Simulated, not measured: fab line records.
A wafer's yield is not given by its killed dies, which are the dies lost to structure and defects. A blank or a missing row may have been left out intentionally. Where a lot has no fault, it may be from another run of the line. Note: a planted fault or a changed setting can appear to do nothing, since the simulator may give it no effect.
A single fault, viewed from 3 desks | flow n5 finfet | each desk has only its own numbers; what lay behind them comes last

== DESK OF THE TOOL OWNER: rie diel-04 ==
The tool's own readings at N5_BEOL_M5_VIA_ETCH_34 (etches SiCOH lowk in C4F6/O2, target depth 88.3 nm, time 39.2 s): means of the sampled wafers that have a number, for each lot that ran on this tool. Marked OUT: a lot whose mean sits more than 4 standard deviations from the usual mean, which makes it out of limits; the brackets give that distance.
Columns: A = drypump motor current A at N5_BEOL_M5_VIA_ETCH_34, usual 5.6 A; B = mfc ar sccm at N5_BEOL_M5_VIA_ETCH_34, usual 300.1 sccm; C = oes product au at N5_BEOL_M5_VIA_ETCH_34, usual 0.79 a.u.; D = rf vpp V at N5_BEOL_M5_VIA_ETCH_34, usual 669 V; E = showerhead plenum p Torr at N5_BEOL_M5_VIA_ETCH_34, usual 2.84 Torr; F = throttle valve pct at N5_BEOL_M5_VIA_ETCH_34, usual 20.79 %
lot  | first seen here | A   | B     | C    | D   | E    | F
L338 | day 15 15:11    | 5.5 | 299.5 | 0.76 | 683 | 2.94 | 20.99
L346 | day 17 14:01    | 5.3 | 299.8 | 0.86 | 677 | 2.88 | 20.66
L359 | day 19 10:01    | 5.1 | 299.1 | 0.85 | 668 | 2.90 | 20.62
L360 | day 20 11:34    | 5.3 | 299.9 | 0.77 | 680 | 2.90 | 21.08
This desk's finding: nothing out of limits on any of the 4 lots.

== METROLOGY DESK ==
What the gauges read, lot by lot, whatever tool the lot ran on: means of the sampled wafers that have a number. Marked OUT: a lot whose mean sits more than 4 standard deviations from the usual mean, which makes it out of limits; the brackets give that distance.
Columns: A = PASS_OPEN_OVL at N5_PASSIVATION_OVL_MEAS_66, usual -3 nm
lot  | first seen here | A
L342 | day 18 12:14    | -1
L343 | day 20 03:56    | -4
L338 | day 20 10:08    | -7
L344 | day 20 15:35    | -7
L340 | day 21 13:08    | -13
L347 | day 22 03:26    | -5
L346 | day 22 03:44    | -10
L349 | day 22 05:51    | 1
L350 | day 22 10:43    | -2
L359 | day 23 19:10    | 2
L360 | day 24 21:27    | 8
This desk's finding: nothing out of limits on any of the 11 lots.

== THE DEFECT DESK ==
Inspection counts along the route, by lot: the mean over sampled wafers that carry a number. Marked OUT: a lot whose mean sits more than 4 standard deviations from the usual mean, which makes it out of limits; the brackets give that distance.
Columns: A = raw defect count at N5_PASSIVATION_INSPECT_67, usual 2.0
lot  | first seen here | A
L342 | day 18 12:16    | 2.3
L343 | day 20 03:58    | 0.3
L338 | day 20 10:10    | 2.3
L344 | day 20 15:36    | 1.3
L340 | day 21 13:10    | 2.0
L347 | day 22 03:28    | 1.0
L346 | day 22 03:45    | 1.3
L349 | day 22 05:52    | 2.3
L350 | day 22 10:44    | 4.0
L359 | day 23 19:11    | 2.0
L360 | day 24 21:28    | 1.5
This desk's finding: nothing out of limits on any of the 11 lots.

== PUT TOGETHER ==
The desk of the tool owner found nothing out of limits.
From the metrology desk's view, nothing was out of limits.
Nothing out of limits was seen by the defect desk.

== WHAT WAS PUT IN BY THE SIMULATOR ==
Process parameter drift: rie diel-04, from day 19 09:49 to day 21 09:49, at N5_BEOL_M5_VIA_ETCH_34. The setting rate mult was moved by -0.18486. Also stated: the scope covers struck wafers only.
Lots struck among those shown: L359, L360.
